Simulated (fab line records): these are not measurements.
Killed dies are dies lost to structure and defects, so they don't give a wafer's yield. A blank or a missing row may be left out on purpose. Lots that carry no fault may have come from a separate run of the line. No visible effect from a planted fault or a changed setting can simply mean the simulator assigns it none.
fab line records	flow n5_finfet
[record] lots = 7	wafers = 21	last_day = 17
route steps=1938 shown BEOL_M2@891 PASSIVATION@1936
lots that met no fault: from a run of the same line without faults
start_h: the number of hours between the record's first day and the start of the first shown wafer of the lot	wait_h: hours since the lot's step before	" the same as in the row above	L1.1+2: a row that stands for several wafers	- either no value or no given start	* or withheld: withheld	< > ~ a bound
route shown NAME@n: NAME is a module with steps in the file, n the number in the route of the first one	usual: the fault-free wafers' mean and standard deviation	same: alike in all rows	chamber/n: place in a boat	sites: the reading at each site	_std_site: how widely they spread, as a standard deviation	_edge_site: outer sites' mean less inner sites'	radius_mm: how far each site lies from the wafer's centre	mask NAME#n: copy n	behind: the last tool/chamber to shape the wafer	hold: why the lot went on hold/how many hours it stayed there/how the hold came to an end	device: which transistor (n, p or np) failed to switch	end of line: the route-end tests of the same wafers	a step without rows: its recipe alone	killed: at the first sort, the dies lost to defects and structure; wafer yield is something else	map: per-die view of a wafer (x killed, . not killed, _ where there is no die)
set.NAME: setting as actually run; set.NAME@STEP: the setting as run at that earlier step	model.NAME: the simulator's own value behind a step, which no gauge read
certain route steps with their lots: each step a table, each wafer a row
services: from which hour (start_h, from the record's first day; less than 0 if before it) a tool's chamber was out of use, for how many hours, and why
[[steps]]
[step N5_BEOL_M2_ETCH_41]
[recipe] chemistry = CH3F/O2	target = SiCN	target_depth_a = 299	taper_deg = 2	time_s = 52.5	ion_energy_ev = 120	mask_material = TiN	pressure_mtorr = 30	source_w = 395	bias_w = 75	Ar_flow_sccm = 150	CH3F_flow_sccm = 30	O2_flow_sccm = 20
[step N5_BEOL_M2_STRIP_97]
[recipe] chemistry = N2/H2	time_s = 10	power_w = 450	temp_c = 40	pressure_mtorr = 20	rf_frequency_hz = 6e+07	bias_power_w = 7	n2_flow_sccm = 200	h2_flow_sccm = 200
[step N5_BEOL_M2_OCD_MEAS_38]
[usual] trench_depth_nm = 55.0/1.1
lot.wafer	tool	chamber	start_h	wait_h	trench_depth_nm
L622.1	ocd-01	-	188.20	-	52.8
L622.2	"	-	"	"	54.8
L622.6	"	-	"	"	53.3
L628.1	ocd-01	-	233.21	-	57.1
L628.3	"	-	"	"	55.5
L628.5	"	-	"	"	55.1
L630.1	ocd-02	-	242.49	-	55.7
L630.2	"	-	"	"	54.9
L630.3	"	-	"	"	53.8
L629.3	ocd-01	-	242.73	-	55.9
L629.4	"	-	"	"	53.5
L629.5	"	-	"	"	55.9
L631.3	ocd-02	-	247.13	-	53.7
L631.5	"	-	"	"	53.6
L631.6	"	-	"	"	55.2
L634.1	ocd-01	-	267.80	-	54.3
L634.3	"	-	"	"	56.4
L634.6	"	-	"	"	52.7
L635.2	ocd-01	-	275.63	-	57.4
L635.3	"	-	"	"	56.3
L635.6	"	-	"	"	56.0
[step N5_BEOL_M2_HM_STRIP_39]
[recipe] chemistry = peroxide_tin_strip	material = TiN	target_depth_a = 250	temp_c = 50	time_s = 158
[step N5_BEOL_M2_SRD_40]
[recipe] time_s = 30	temp_c = 23	rinse_liquid = diw	dry = ipa_marangoni
[step N5_BEOL_M2_PRECLEAN_42]
[recipe] chemistry = residue_remover	time_s = 60	temp_c = 40
[step N5_BEOL_M2_SRD_43]
[recipe] time_s = 30	temp_c = 23	rinse_liquid = diw	dry = ipa_marangoni
[step N5_BEOL_M2_CD_MEAS_35]
[recipe] target_cd_nm = 18	target_cd_y_nm = 22.2	polarity = opening
[usual] cd_nm = 17.98/0.28
lot.wafer	tool	chamber	start_h	wait_h	cd_nm
L622.1	cd_sem-03	-	188.46	0.0	17.68
L622.2	"	-	"	"	17.64
L622.6	"	-	"	"	17.95
L628.1	cd_sem-03	-	233.36	0.0	18.30
L628.3	"	-	"	"	18.08
L628.5	"	-	"	"	18.02
L630.1	cd_sem-03	-	242.65	0.0	17.80
L630.2	"	-	"	"	18.12
L630.3	"	-	"	"	18.04
L629.3	cd_sem-03	-	242.89	0.0	18.03
L629.4	"	-	"	"	18.43
L629.5	"	-	"	"	17.89
L631.3	cd_sem-03	-	247.29	0.0	17.94
L631.5	"	-	"	"	17.65
L631.6	"	-	"	"	17.62
L634.1	cd_sem-01	-	267.95	0.0	18.10
L634.3	"	-	"	"	17.63
L634.6	"	-	"	"	18.08
L635.2	cd_sem-03	-	275.88	0.0	18.02
L635.3	"	-	"	"	17.94
L635.6	"	-	"	"	17.74
[step N5_BEOL_M2_DEGAS_44]
[recipe] ambient = vacuum	temp_c = 250	time_s = 60
[step N5_BEOL_M2_PRE_CLEAN_45]
[recipe] gas = H2/He	time_s = 30	temp_c = 250
[step N5_BEOL_M2_ALD_84]
[recipe] material = TaN	target_thk_a = *	temp_c = 275	ald_precursor_family = PDMAT	ald_co_reactant = NH3	pressure_torr = 3	carrier_flow_sccm = 1500	pulse_time_s = 2	purge_time_s = 3	co_reactant_purge_time_s = 2	co_reactant_pulse_time_s = 3	ald_cycles = 30	precursor_vessel_temp_c = 75	precursor_vessel_pressure_torr = 26.25	precursor_vessel_carrier_sccm = 1000
[step N5_BEOL_M2_SURFACE_TREAT_85]
[recipe] gas = Ar	time_s = *	ion_energy_ev = *	ion_current_ma_cm2 = 0.5	pressure_mtorr = *	ar_flow_sccm = 30
[step N5_BEOL_M2_CVD_47]
[recipe] material = Co	target_thk_a = 30	temp_c = withheld	precursor = CCTBA/H2	pressure_torr = 30	time_s = 223.8
[usual] chamber_pressure_Torr = 29.99/0.069	run_length_s = 247.0/0.59
lot.wafer	tool	chamber	start_h	wait_h	chamber_pressure_Torr	run_length_s
L622.1	cvd_co-01	0	189.27	0.0	30.02	246.9
L622.2	"	1	"	"	29.89	246.8
L622.6	"	0	"	"	30.01	247.1
L628.1	cvd_co-01	1	234.18	0.1	29.98	246.7
L628.3	"	0	"	"	29.81	246.3
L628.5	"	1	"	"	30.07	246.6
L630.1	cvd_co-01	1	243.31	0.1	-	-
L630.2	"	2	"	"	-	-
L630.3	"	0	"	"	-	-
L629.3	cvd_co-02	1	243.84	0.1	-	-
L629.4	"	0	"	"	-	-
L629.5	"	1	"	"	-	-
L631.3	cvd_co-01	1	248.63	0.0	-	-
L631.5	"	2	"	"	-	-
L631.6	"	0	"	"	-	-
L634.1	cvd_co-01	1	268.85	0.2	29.98	247.0
L634.3	"	0	"	"	29.93	246.9
L634.6	"	1	"	"	30.04	247.4
L635.2	cvd_co-01	2	277.29	0.1	30.00	246.6
L635.3	"	0	"	"	29.96	246.2
L635.6	"	0	"	"	30.01	246.5
[step N5_BEOL_M2_SPUTTER_48]
[recipe] material = Cu	target_thk_a = 45	temp_c = -20	chamber_pressure_pa = 0.07	power_w = withheld	time_s = 8.29
[step N5_BEOL_M2_ANNEAL_49]
[recipe] temp_c = 400	time_s = 240	ambient = vacuum
[step N5_BEOL_M2_SPUTTER_79]
[recipe] material = Cu	target_thk_a = 45	temp_c = -20	chamber_pressure_pa = 0.07	power_w = withheld	time_s = 8.29
[usual] throttle_valve_pct = 29.9/1.3
lot.wafer	tool	chamber	start_h	wait_h	throttle_valve_pct
L622.1	pvd_sputter-01	-	189.70	0.1	30.0
L622.2	"	-	"	"	30.0
L622.6	"	-	"	"	29.5
L628.1	pvd_sputter-01	-	234.62	0.1	29.9
L628.3	"	-	"	"	29.3
L628.5	"	-	"	"	29.6
L630.1	pvd_sputter-01	-	243.69	0.1	29.7
L630.2	"	-	"	"	30.7
L630.3	"	-	"	"	30.0
L629.3	pvd_sputter-02	-	244.25	0.1	28.8
L629.4	"	-	"	"	28.4
L629.5	"	-	"	"	30.9
L631.3	pvd_sputter-01	-	249.01	0.1	29.8
L631.5	"	-	"	"	30.3
L631.6	"	-	"	"	30.0
L634.1	pvd_sputter-01	-	269.45	0.1	29.9
L634.3	"	-	"	"	29.2
L634.6	"	-	"	"	29.0
L635.2	pvd_sputter-01	-	277.87	0.1	29.2
L635.3	"	-	"	"	30.5
L635.6	"	-	"	"	30.5
[step N5_BEOL_M2_ANNEAL_80]
[recipe] temp_c = 400	time_s = 240	ambient = vacuum
[step N5_BEOL_M2_SPUTTER_81]
[recipe] material = Cu	target_thk_a = 45	temp_c = -20	chamber_pressure_pa = 0.07	power_w = withheld	time_s = 8.29
[usual] throttle_valve_pct = 29.9/1.3
lot.wafer	tool	chamber	start_h	wait_h	throttle_valve_pct
L622.1	pvd_sputter-01	-	189.92	0.1	29.9
L622.2	"	-	"	"	29.9
L622.6	"	-	"	"	29.5
L628.1	pvd_sputter-01	-	234.84	0.1	29.7
L628.3	"	-	"	"	29.3
L628.5	"	-	"	"	29.8
L630.1	pvd_sputter-01	-	243.91	0.1	30.0
L630.2	"	-	"	"	30.1
L630.3	"	-	"	"	30.2
L629.3	pvd_sputter-02	-	244.47	0.1	29.1
L629.4	"	-	"	"	28.6
L629.5	"	-	"	"	31.1
L631.3	pvd_sputter-01	-	249.23	0.1	29.9
L631.5	"	-	"	"	30.3
L631.6	"	-	"	"	29.9
L634.1	pvd_sputter-01	-	269.67	0.1	30.1
L634.3	"	-	"	"	29.3
L634.6	"	-	"	"	29.1
L635.2	pvd_sputter-01	-	278.09	0.1	29.2
L635.3	"	-	"	"	30.7
L635.6	"	-	"	"	30.6
[step N5_BEOL_M2_ANNEAL_82]
[recipe] temp_c = 400	time_s = 240	ambient = vacuum
[usual] heater_power_w = 795/73
lot.wafer	tool	chamber	start_h	wait_h	heater_power_w
L622.1	pvd_sputter-01	-	190.00	0.0	803
L622.2	"	-	"	"	834
L622.6	"	-	"	"	803
L628.1	pvd_sputter-01	-	234.92	0.0	815
L628.3	"	-	"	"	751
L628.5	"	-	"	"	823
L630.1	pvd_sputter-01	-	243.99	0.0	813
L630.2	"	-	"	"	741
L630.3	"	-	"	"	819
L629.3	pvd_sputter-02	-	244.55	0.0	993
L629.4	"	-	"	"	811
L629.5	"	-	"	"	779
L631.3	pvd_sputter-01	-	249.31	0.0	837
L631.5	"	-	"	"	739
L631.6	"	-	"	"	848
L634.1	pvd_sputter-01	-	269.75	0.0	820
L634.3	"	-	"	"	752
L634.6	"	-	"	"	755
L635.2	pvd_sputter-01	-	278.17	0.0	749
L635.3	"	-	"	"	736
L635.6	"	-	"	"	745
[step N5_BEOL_M2_SPUTTER_86]
[recipe] material = Cu	target_thk_a = 45	temp_c = -20	chamber_pressure_pa = 0.07	power_w = withheld	time_s = 8.29
[step N5_BEOL_M2_ANNEAL_87]
[recipe] temp_c = 400	time_s = 240	ambient = vacuum
[step N5_BEOL_M2_SPUTTER_88]
[recipe] material = Cu	target_thk_a = 45	temp_c = -20	chamber_pressure_pa = 0.07	power_w = withheld	time_s = 8.29
[usual] throttle_valve_pct = 29.9/1.3
lot.wafer	tool	chamber	start_h	wait_h	throttle_valve_pct
L622.1	pvd_sputter-01	-	190.36	0.1	29.9
L622.2	"	-	"	"	30.2
L622.6	"	-	"	"	29.9
L628.1	pvd_sputter-01	-	235.28	0.1	29.8
L628.3	"	-	"	"	29.2
L628.5	"	-	"	"	29.9
L630.1	pvd_sputter-01	-	244.35	0.1	29.5
L630.2	"	-	"	"	30.3
L630.3	"	-	"	"	29.8
L629.3	pvd_sputter-02	-	244.91	0.1	29.2
L629.4	"	-	"	"	28.6
L629.5	"	-	"	"	31.0
L631.3	pvd_sputter-01	-	249.67	0.1	29.9
L631.5	"	-	"	"	30.4
L631.6	"	-	"	"	30.0
L634.1	pvd_sputter-01	-	270.11	0.1	29.9
L634.3	"	-	"	"	29.5
L634.6	"	-	"	"	29.5
L635.2	pvd_sputter-01	-	278.53	0.1	29.1
L635.3	"	-	"	"	30.4
L635.6	"	-	"	"	30.7
[step N5_BEOL_M2_ANNEAL_89]
[recipe] temp_c = 400	time_s = 240	ambient = vacuum
[step N5_BEOL_M2_SPUTTER_90]
[recipe] material = Cu	target_thk_a = 45	temp_c = -20	chamber_pressure_pa = 0.07	power_w = withheld	time_s = 8.29
[step N5_BEOL_M2_ANNEAL_91]
[recipe] temp_c = 400	time_s = 240	ambient = vacuum
[usual] heater_power_w = 794/71
lot.wafer	tool	chamber	start_h	wait_h	heater_power_w
L622.1	pvd_sputter-01	-	190.66	0.0	798
L622.2	"	-	"	"	830
L622.6	"	-	"	"	795
L628.1	pvd_sputter-01	-	235.58	0.0	790
L628.3	"	-	"	"	741
L628.5	"	-	"	"	792
L630.1	pvd_sputter-01	-	244.65	0.0	792
L630.2	"	-	"	"	756
L630.3	"	-	"	"	846
L629.3	pvd_sputter-02	-	245.21	0.0	998
L629.4	"	-	"	"	833
L629.5	"	-	"	"	777
L631.3	pvd_sputter-01	-	249.97	0.0	837
L631.5	"	-	"	"	741
L631.6	"	-	"	"	831
L634.1	pvd_sputter-01	-	270.41	0.0	815
L634.3	"	-	"	"	750
L634.6	"	-	"	"	736
L635.2	pvd_sputter-01	-	278.83	0.0	757
L635.3	"	-	"	"	739
L635.6	"	-	"	"	763
[step N5_BEOL_M2_SPUTTER_92]
[recipe] material = Cu	target_thk_a = 45	temp_c = -20	chamber_pressure_pa = 0.07	power_w = withheld	time_s = 8.29
[step N5_BEOL_M2_ANNEAL_93]
[recipe] temp_c = 400	time_s = 240	ambient = vacuum
[step N5_BEOL_M2_SPUTTER_94]
[recipe] material = Cu	target_thk_a = 45	temp_c = -20	chamber_pressure_pa = 0.07	power_w = withheld	time_s = 8.29
[step N5_BEOL_M2_ANNEAL_95]
[recipe] temp_c = 400	time_s = 240	ambient = vacuum
[step N5_BEOL_M2_SPUTTER_96]
[recipe] material = Cu	target_thk_a = 45	temp_c = -20	chamber_pressure_pa = 0.07	power_w = withheld	time_s = 8.29
[step N5_BEOL_M2_ECD_50]
[recipe] material = Cu	target_thk_a = 3000
[step N5_BEOL_M2_ANNEAL_51]
[recipe] temp_c = 225	time_s = 90	ambient = N2
[step N5_BEOL_M2_CMP_52]
[recipe] stop_on = SiOC	t_overpolish_s = 6.8	down_force_psi = 1	platen_rpm = 50	clearing_platen_down_force_psi = 1.5	clearing_platen_rpm = 50	post_cmp_clean = cu_alkaline	target_thk_nm = 40	clearing_platen_pad_velocity_m_s = 0.99484	pad_velocity_m_s = 0.99484
[usual] barrier_field_endpoint_s = 24.9/0.78	motor_current_A = 6.0/0.64
lot.wafer	tool	chamber	start_h	wait_h	barrier_field_endpoint_s	motor_current_A	model.Cu_of_BEOL_M2_ECD_50.thk_nm
L622.1	cmp-03	0	191.75	0.3	23.8	6.6	36.2
L622.2	"	1	"	"	23.4	6.5	39.4
L622.6	"	1	"	"	24.4	6.3	38.4
L628.1	cmp-01	1	236.65	0.3	25.5	5.5	42.4
L628.3	"	2	"	"	23.5	5.8	40.4
L628.5	"	1	"	"	25.3	5.1	40
L630.2	cmp-04	1	245.76	0.2	21.2	6.8	42.6
L630.3	"	2	"	"	20.7	6.6	42.2
L630.1	"	3	"	"	22.3	4.8	44.6
L629.3	cmp-03	3	246.28	0.2	20.7	6.0	43
L629.4	"	0	"	"	20.8	7.0	40.6
L629.5	"	0	"	"	21.0	7.4	42.8
L631.3	cmp-03	1	251.17	0.3	21.4	6.1	41.8
L631.5	"	2	"	"	21.6	6.2	41.6
L631.6	"	3	"	"	21.1	6.1	43.2
L634.1	cmp-03	2	271.48	0.3	24.5	6.4	38.6
L634.3	"	3	"	"	24.1	5.8	40.2
L634.6	"	2	"	"	24.5	6.2	36.6
L635.2	cmp-01	2	279.91	0.2	24.1	5.9	40.4
L635.3	"	0	"	"	25.1	6.3	42
L635.6	"	2	"	"	25.0	6.0	39.4
[step N5_PASSIVATION_PROBE_49]
[usual] defect_limited_yield = 90.9/1.5	killed_at_M0_to_M3 = 35/10	killed_at_M4_up = 14/5.2	killed_at_contacts = 13/7.3	killed_at_front_end = 42/12	killed_at_other = 3.4/2.5	killed_dies = 108/18	killed_on_rim = 14/4.2	killed_open = 70/13	killed_short = 35/8	sort_bin_5_function = 5.4/1	sort_bin_6_memory = 3.4/0.71	sort_n_pass = 1072/18	sort_yield_pct = 90.9/1.5
[same] gross_dies = 1180	killed_at_back_side = 0	sort_bin_4_leakage[%] = 0	sort_bin_8_speed[%] = 0
lot.wafer	tool	chamber	start_h	wait_h	defect_limited_yield[%]	killed_at_M0_to_M3	killed_at_M4_up	killed_at_contacts	killed_at_front_end	killed_at_other	killed_dies	killed_on_rim	killed_open	killed_short	sort_bin_5_function[%]	sort_bin_6_memory[%]	sort_n_pass	sort_yield_pct[%]
L630.1	prober-02	-	367.02	0.0	0	1115	12	14	39	0	1180	152	68	30	88.9	10.4	0	0
L630.2	prober-02	-	367.07	0.1	0	1112	13	20	35	0	1180	152	77	32	89.1	10.5	0	0
L630.3	prober-02	-	367.12	0.1	0	1102	10	14	52	2	1180	152	70	38	89.7	10.1	0	0
L629.3	prober-02	-	376.67	0.1	0	1134	4	13	23	6	1180	152	61	32	89.5	10.1	0	0
L629.5	prober-02	-	376.77	0.2	0	1128	18	17	16	1	1180	152	61	33	90.3	9.6	0	0
L631.3	prober-02	-	382.09	0.1	0	1108	11	13	45	3	1180	152	62	35	88.5	10.9	0	0
L631.5	prober-02	-	382.19	0.2	0	1111	9	8	50	2	1180	152	54	31	90.5	9.2	0	0
L631.6	prober-02	-	382.24	0.3	0	1132	5	7	31	5	1180	152	43	27	89.7	9.7	0	0
// killed by level:class
L630.1 BEOL_M2:area_cvd=845 BEOL_M2:interface_void_opened=237 FIN_SAQP:geometric_particle:open=15 MOL_CONTACT_COAG:geometric_particle:open=11 BEOL_M0_SAQP:geometric_particle:short=11 BEOL_M0_SAQP:geometric_particle:open=8 BEOL_M2:geometric_particle:open=7 STI_FIN_REVEAL:geometric_particle:open=6
L630.2 BEOL_M2:area_cvd=848 BEOL_M2:interface_void_opened=222 MOL_CONTACT_COAG:geometric_particle:open=16 BEOL_M2:geometric_particle:open=13 BEOL_M0_SAQP:geometric_particle:short=9 FIN_SAQP:geometric_particle:open=8 BEOL_M3:geometric_particle:open=7 DUMMY_GATE:geometric_particle:open=5
L630.3 BEOL_M2:area_cvd=825 BEOL_M2:interface_void_opened=245 FIN_SAQP:geometric_particle:open=21 MOL_CONTACT_COAG:geometric_particle:open=10 FIN_SAQP:geometric_particle:short=9 BEOL_M2:geometric_particle:open=9 DUMMY_GATE:geometric_particle:open=7 BEOL_M1:geometric_particle:open=5
L629.3 BEOL_M2:area_cvd=839 BEOL_M2:interface_void_opened=247 BEOL_M1:geometric_particle:open=16 MOL_CONTACT_COAG:geometric_particle:open=8 BEOL_M0_SAQP:geometric_particle:short=7 BEOL_M0_SAQP:geometric_particle:open=7 BEOL_M2:geometric_particle:open=7 DUMMY_GATE:geometric_particle:open=5
L629.5 BEOL_M2:area_cvd=846 BEOL_M2:interface_void_opened=239 BEOL_M0_SAQP:geometric_particle:short=16 MOL_CONTACT_COAG:geometric_particle:open=15 BEOL_M4:geometric_particle:open=11 BEOL_M0_SAQP:geometric_particle:open=7 BEOL_M1:geometric_particle:open=5 BEOL_M1:geometric_particle:short=4
L631.3 BEOL_M2:area_cvd=825 BEOL_M2:interface_void_opened=257 STI_FIN_REVEAL:geometric_particle:open=14 MOL_CONTACT_COAG:geometric_particle:open=8 FIN_SAQP:geometric_particle:open=7 FIN_SAQP:geometric_particle:short=7 GATE_CUT:geometric_particle:short=7 BEOL_M1:geometric_particle:open=7
L631.5 BEOL_M2:area_cvd=841 BEOL_M2:interface_void_opened=253 STI_FIN_REVEAL:geometric_particle:open=9 GATE_CUT:geometric_particle:open=6 DUMMY_GATE:geometric_particle:open=5 GATE_CUT:geometric_particle:short=5 MOL_CONTACT_COAG:geometric_particle:open=5 ILD0:geometric_particle:open=4
L631.6 BEOL_M2:area_cvd=857 BEOL_M2:interface_void_opened=250 BEOL_M1:geometric_particle:open=7 DUMMY_GATE:geometric_particle:open=5 MOL_CONTACT_COAG:geometric_particle:open=5 BEOL_M1:geometric_particle:short=5 GATE_CUT:geometric_particle:short=4 BEOL_M5:geometric_particle:open=4
// map L629.3 (x killed, . not)
_________________xxxxxxxxxxxx________________
______________xxxxxxxxxxxxxxxxxx_____________
___________xxxxxxxxxxxxxxxxxxxxxxxx__________
__________xxxxxxxxxxxxxxxxxxxxxxxxxx_________
________xxxxxxxxxxxxxxxxxxxxxxxxxxxxxx_______
_______xxxxxxxxxxxxxxxxxxxxxxxxxxxxxxxx______
______xxxxxxxxxxxxxxxxxxxxxxxxxxxxxxxxxx_____
_____xxxxxxxxxxxxxxxxxxxxxxxxxxxxxxxxxxxx____
____xxxxxxxxxxxxxxxxxxxxxxxxxxxxxxxxxxxxxx___
___xxxxxxxxxxxxxxxxxxxxxxxxxxxxxxxxxxxxxxxx__
___xxxxxxxxxxxxxxxxxxxxxxxxxxxxxxxxxxxxxxxx__
__xxxxxxxxxxxxxxxxxxxxxxxxxxxxxxxxxxxxxxxxxx_
__xxxxxxxxxxxxxxxxxxxxxxxxxxxxxxxxxxxxxxxxxx_
_xxxxxxxxxxxxxxxxxxxxxxxxxxxxxxxxxxxxxxxxxxxx
_xxxxxxxxxxxxxxxxxxxxxxxxxxxxxxxxxxxxxxxxxxxx
_xxxxxxxxxxxxxxxxxxxxxxxxxxxxxxxxxxxxxxxxxxxx
_xxxxxxxxxxxxxxxxxxxxxxxxxxxxxxxxxxxxxxxxxxxx
_xxxxxxxxxxxxxxxxxxxxxxxxxxxxxxxxxxxxxxxxxxxx
_xxxxxxxxxxxxxxxxxxxxxxxxxxxxxxxxxxxxxxxxxxxx
_xxxxxxxxxxxxxxxxxxxxxxxxxxxxxxxxxxxxxxxxxxxx
_xxxxxxxxxxxxxxxxxxxxxxxxxxxxxxxxxxxxxxxxxxxx
__xxxxxxxxxxxxxxxxxxxxxxxxxxxxxxxxxxxxxxxxxx_
__xxxxxxxxxxxxxxxxxxxxxxxxxxxxxxxxxxxxxxxxxx_
___xxxxxxxxxxxxxxxxxxxxxxxxxxxxxxxxxxxxxxxx__
___xxxxxxxxxxxxxxxxxxxxxxxxxxxxxxxxxxxxxxxx__
____xxxxxxxxxxxxxxxxxxxxxxxxxxxxxxxxxxxxxx___
_____xxxxxxxxxxxxxxxxxxxxxxxxxxxxxxxxxxxx____
______xxxxxxxxxxxxxxxxxxxxxxxxxxxxxxxxxx_____
_______xxxxxxxxxxxxxxxxxxxxxxxxxxxxxxxx______
________xxxxxxxxxxxxxxxxxxxxxxxxxxxxxx_______
__________xxxxxxxxxxxxxxxxxxxxxxxxxx_________
___________xxxxxxxxxxxxxxxxxxxxxxxx__________
______________xxxxxxxxxxxxxxxxxx_____________
_________________xxxxxxxxxxxx________________
// map L630.1 (x killed, . not)
_________________xxxxxxxxxxxx________________
______________xxxxxxxxxxxxxxxxxx_____________
___________xxxxxxxxxxxxxxxxxxxxxxxx__________
__________xxxxxxxxxxxxxxxxxxxxxxxxxx_________
________xxxxxxxxxxxxxxxxxxxxxxxxxxxxxx_______
_______xxxxxxxxxxxxxxxxxxxxxxxxxxxxxxxx______
______xxxxxxxxxxxxxxxxxxxxxxxxxxxxxxxxxx_____
_____xxxxxxxxxxxxxxxxxxxxxxxxxxxxxxxxxxxx____
____xxxxxxxxxxxxxxxxxxxxxxxxxxxxxxxxxxxxxx___
___xxxxxxxxxxxxxxxxxxxxxxxxxxxxxxxxxxxxxxxx__
___xxxxxxxxxxxxxxxxxxxxxxxxxxxxxxxxxxxxxxxx__
__xxxxxxxxxxxxxxxxxxxxxxxxxxxxxxxxxxxxxxxxxx_
__xxxxxxxxxxxxxxxxxxxxxxxxxxxxxxxxxxxxxxxxxx_
_xxxxxxxxxxxxxxxxxxxxxxxxxxxxxxxxxxxxxxxxxxxx
_xxxxxxxxxxxxxxxxxxxxxxxxxxxxxxxxxxxxxxxxxxxx
_xxxxxxxxxxxxxxxxxxxxxxxxxxxxxxxxxxxxxxxxxxxx
_xxxxxxxxxxxxxxxxxxxxxxxxxxxxxxxxxxxxxxxxxxxx
_xxxxxxxxxxxxxxxxxxxxxxxxxxxxxxxxxxxxxxxxxxxx
_xxxxxxxxxxxxxxxxxxxxxxxxxxxxxxxxxxxxxxxxxxxx
_xxxxxxxxxxxxxxxxxxxxxxxxxxxxxxxxxxxxxxxxxxxx
_xxxxxxxxxxxxxxxxxxxxxxxxxxxxxxxxxxxxxxxxxxxx
__xxxxxxxxxxxxxxxxxxxxxxxxxxxxxxxxxxxxxxxxxx_
__xxxxxxxxxxxxxxxxxxxxxxxxxxxxxxxxxxxxxxxxxx_
___xxxxxxxxxxxxxxxxxxxxxxxxxxxxxxxxxxxxxxxx__
___xxxxxxxxxxxxxxxxxxxxxxxxxxxxxxxxxxxxxxxx__
____xxxxxxxxxxxxxxxxxxxxxxxxxxxxxxxxxxxxxx___
_____xxxxxxxxxxxxxxxxxxxxxxxxxxxxxxxxxxxx____
______xxxxxxxxxxxxxxxxxxxxxxxxxxxxxxxxxx_____
_______xxxxxxxxxxxxxxxxxxxxxxxxxxxxxxxx______
________xxxxxxxxxxxxxxxxxxxxxxxxxxxxxx_______
__________xxxxxxxxxxxxxxxxxxxxxxxxxx_________
___________xxxxxxxxxxxxxxxxxxxxxxxx__________
______________xxxxxxxxxxxxxxxxxx_____________
_________________xxxxxxxxxxxx________________
[[services]]
tool	chamber	start_h	hours	kind
cvd_co-02	-	179.76	2.8	pm
cmp-04	-	182.52	2.2	repair
cmp-04	-	190.31	1.1	repair
cmp-03	-	196.14	5.3	pm
cmp-01	-	197.77	4.0	pm
cmp-01	-	201.77	-	consumable_replace:conditioner
cmp-01	-	201.77	-	consumable_replace:pad
cmp-04	-	212.95	18.4	pm
cvd_co-02	-	215.16	6.9	pm
cvd_co-01	0	215.84	2.9	repair
cmp-03	-	224.34	1.3	repair
cvd_co-02	-	228.18	3.4	repair
cmp-03	-	238.35	2.4	repair
cmp-01	-	256.07	10.5	repair
cmp-03	-	263.56	1.7	repair
cmp-04	-	265.44	5.6	pm
[[key]]
[first_sign] step = N5_BEOL_M2_CVD_47	reading = tool_record	direction = missing
[effect] step = N5_BEOL_M2_CMP_52	reading = barrier_field_endpoint_s	direction = down	sigmas = 4.7	usual = 24.9	struck = 21.2
[effect] step = N5_PASSIVATION_PROBE_49	reading = killed_at_M0_to_M3	direction = up	sigmas = 99+	usual = 35	struck = 1118
[model_effect] step = N5_BEOL_M2_CMP_52	value = Cu_of_BEOL_M2_ECD_50.thk_nm	without = 39.51	struck = 42.49
[more_kills_born_at] N5_BEOL_M2_CVD_47@cvd_co-01 = 5041	N5_BEOL_M2_CVD_47@cvd_co-02 = 1685
met_at N5_BEOL_M2_CVD_47
struck_wafers L629.3,L629.4,L629.5,L630.1,L630.2,L630.3,L631.3,L631.5,L631.6
rows_end L629.4
later_rows_left_out L629.3,L629.5,L630.1,L630.2,L630.3,L631.3,L631.5,L631.6
onset_between 234.18 243.31
[earlier_fault] kind = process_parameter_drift	tool = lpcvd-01	chamber = 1	onset_h = 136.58	steps = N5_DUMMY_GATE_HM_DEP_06	channel = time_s	offset = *	shape = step	acts_in = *	stated = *
[fault] kind = skipped_step_whole	tool = cvd_co-01,cvd_co-02	chamber = -	onset_h = 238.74	steps = N5_BEOL_M2_CVD_47	scope = struck_lots_only
// later_rows_left_out: the simulator's readings of these wafers behind a module that went badly wrong aren't trusted and aren't shown, but for the sort
// rows_end: these wafers met a further fault down the route, and their rows from its step on are left out
